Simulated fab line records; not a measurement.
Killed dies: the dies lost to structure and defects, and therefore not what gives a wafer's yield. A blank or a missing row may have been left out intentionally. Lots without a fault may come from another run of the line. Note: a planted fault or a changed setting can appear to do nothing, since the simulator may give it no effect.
A struck lot beside a sound one -- flow nand harc -- 37 out of 1302 route steps
Sound: the wafers L169.3, L169.5, L169.6. Struck: wafer L189.6 (left out: L189.2, L189.3 of the same lot, which were not struck); the cause appears at the end.
Each step with rows lists, per side, the tool, then ch with its chambers, then its first start. Under that, the readings that differ: sound wafers -- struck wafers -- difference of the means -- sigmas: that difference in standard deviations of wafers without a fault.
alike: readings whose means differ by less than 2 such deviations, and words and numbers that are the same on both sides. not compared: withheld readings, readings that some wafer has no value for, bounds like >300 that may hide the same value, and numbers for which the record gives no deviation and whose values overlap.
A row with sigmas, a row that says differs or no value, or rows on one side alone: a step with any of these is where the two part. When numbers do not overlap yet have no deviation, they are printed without sigmas and do not part them. A reading that every wafer of one side lacks parts them only if that side has two wafers or more.

first, 9 steps without rows for these wafers: NHARC_A_CHANNEL_HOLE_D1_COAT_04 (resist thk 90 nm); NHARC_A_CHANNEL_HOLE_D1_SOFTBAKE_05 (time 55 s); NHARC_A_CHANNEL_HOLE_D1_EBR_06; NHARC_A_CHANNEL_HOLE_D1_EXPOSE_07 (exposes mask HOLE D1, target cd 100 nm); NHARC_A_CHANNEL_HOLE_D1_PEB_08 (peb time 65 s); NHARC_A_CHANNEL_HOLE_D1_DEVELOP_09 (develop time 35 s); NHARC_A_CHANNEL_HOLE_D1_DESCUM_15 (chemistry O2, time 3 s); NHARC_A_CHANNEL_HOLE_D1_ETCH_38 (etches the open film in CF4, target depth 39 nm, time 65 s); NHARC_A_CHANNEL_HOLE_D1_ETCH_39 (etches the open film in N2/H2, target depth 260 nm, time 325 s).
NHARC_A_CHANNEL_HOLE_D1_ETCH_34: etches the open film in CF4/CHF3, target depth 154 nm, time 77 s.
  sound on rie diel-08 ch 0,2,3, day 8 07:43; struck on rie diel-08 ch 2, day 16 22:44
  alike: chf3 flow sccm, drypump motor current A, oes product au, rf vpp V, showerhead plenum p Torr, throttle valve pct
  not compared: rf hours counter h
then, 26 steps without rows for these wafers: NHARC_A_CHANNEL_HOLE_D1_ETCH_16 (etches the open film in O2/COS, target depth 3100 nm, time 806 s); NHARC_A_CHANNEL_HOLE_D1_ETCH_19 (etches the open film in C4F8/O2/Ar, time 34.5 s); NHARC_A_CHANNEL_HOLE_D1_ETCH_20 (etches the open film in C4F8/O2/Ar, time 361.9 s, target depth 1600 nm); NHARC_A_CHANNEL_HOLE_D1_ETCH_21 (etches the open film in C4F8/O2/Ar, time 514.3 s, target depth 1600 nm); NHARC_A_CHANNEL_HOLE_D1_ETCH_22 (etches the open film in C4F8/O2/Ar, time 666.7 s, target depth 1600 nm); NHARC_A_CHANNEL_HOLE_D1_ETCH_23 (etches the open film in C4F8/O2/Ar, time 819 s, target depth 1600 nm); NHARC_A_CHANNEL_HOLE_D1_ETCH_24 (etches the open film in C4F8/O2/Ar, time 906.2 s, target depth 1500 nm); NHARC_A_CHANNEL_HOLE_D1_ETCH_25 (etches the open film in C4F8/O2/Ar, time 1040.2 s, target depth 1500 nm); NHARC_A_CHANNEL_HOLE_D1_ETCH_26 (etches the open film in C4F8/O2/Ar, time 224.1 s, target depth 300 nm); NHARC_A_CHANNEL_HOLE_D1_ETCH_33 (etches the open film in C4F8/O2/Ar, time 90 s, target depth 400 nm); NHARC_A_CHANNEL_HOLE_D1_STRIP_41 (strips in N2/H2); NHARC_A_CHANNEL_HOLE_D1_STRIP_42 (strips in CF4/CHF3); NHARC_A_CHANNEL_HOLE_D1_STRIP_43 (strips in O2/COS); NHARC_A_CHANNEL_HOLE_D1_ETCH_44 (etches the open film in CF4/O2, target depth 140 nm, overetch 14 nm, time 77 s); NHARC_A_CHANNEL_HOLE_D1_STRIP_27 (strips in O2); NHARC_A_CHANNEL_HOLE_D1_PRECLEAN_28 (cleans in SC1); NHARC_A_CHANNEL_HOLE_D1_SRD_29; NHARC_A_CHANNEL_HOLE_D1_XSEM_31; NHARC_A_CHANNEL_FILL_D1_PRECLEAN_00 (cleans in SC1); NHARC_A_CHANNEL_FILL_D1_SRD_01; NHARC_A_CHANNEL_FILL_D1_ALD_02 (deposits SiO2, target thk 6 nm, pulse time 10 s, ald cycles 60); NHARC_A_CHANNEL_FILL_D1_ALD_03 (deposits SiNx, target thk 6 nm, pulse time 60 s, ald cycles 58); NHARC_A_CHANNEL_FILL_D1_ALD_14 (deposits SiO2, target thk 2.5 nm, pulse time 10 s, ald cycles 25); NHARC_A_CHANNEL_FILL_D1_ALD_15 (deposits SiNx, target thk 2 nm, pulse time 60 s, ald cycles 19); NHARC_A_CHANNEL_FILL_D1_ALD_16 (deposits SiO2, target thk 1.5 nm, pulse time 10 s, ald cycles 15); NHARC_A_CHANNEL_FILL_D1_ANNEAL_17 (time 1800 s).
-- the record jumps here: 15 days lie between the struck wafers' starts before and after (it left off in module A_CHANNEL_FILL_D1 and takes up again in module END, whose first step shown is number 1302 of the route) --
NHARC_END_SORT_01:
  sound on prober-02 ch 0, day 23 07:31; struck on prober-02 ch 0, day 32 08:34
reading,sound,struck,difference,sigmas
killed at array,45 59 41,161,+113,+6
killed dies,55 66 44,165,+110,+6
  alike: killed at other, killed at periphery, killed open, killed short

WHERE THEY PART
Only at NHARC_END_SORT_01, within this record.

WHY: whatever the simulator had introduced
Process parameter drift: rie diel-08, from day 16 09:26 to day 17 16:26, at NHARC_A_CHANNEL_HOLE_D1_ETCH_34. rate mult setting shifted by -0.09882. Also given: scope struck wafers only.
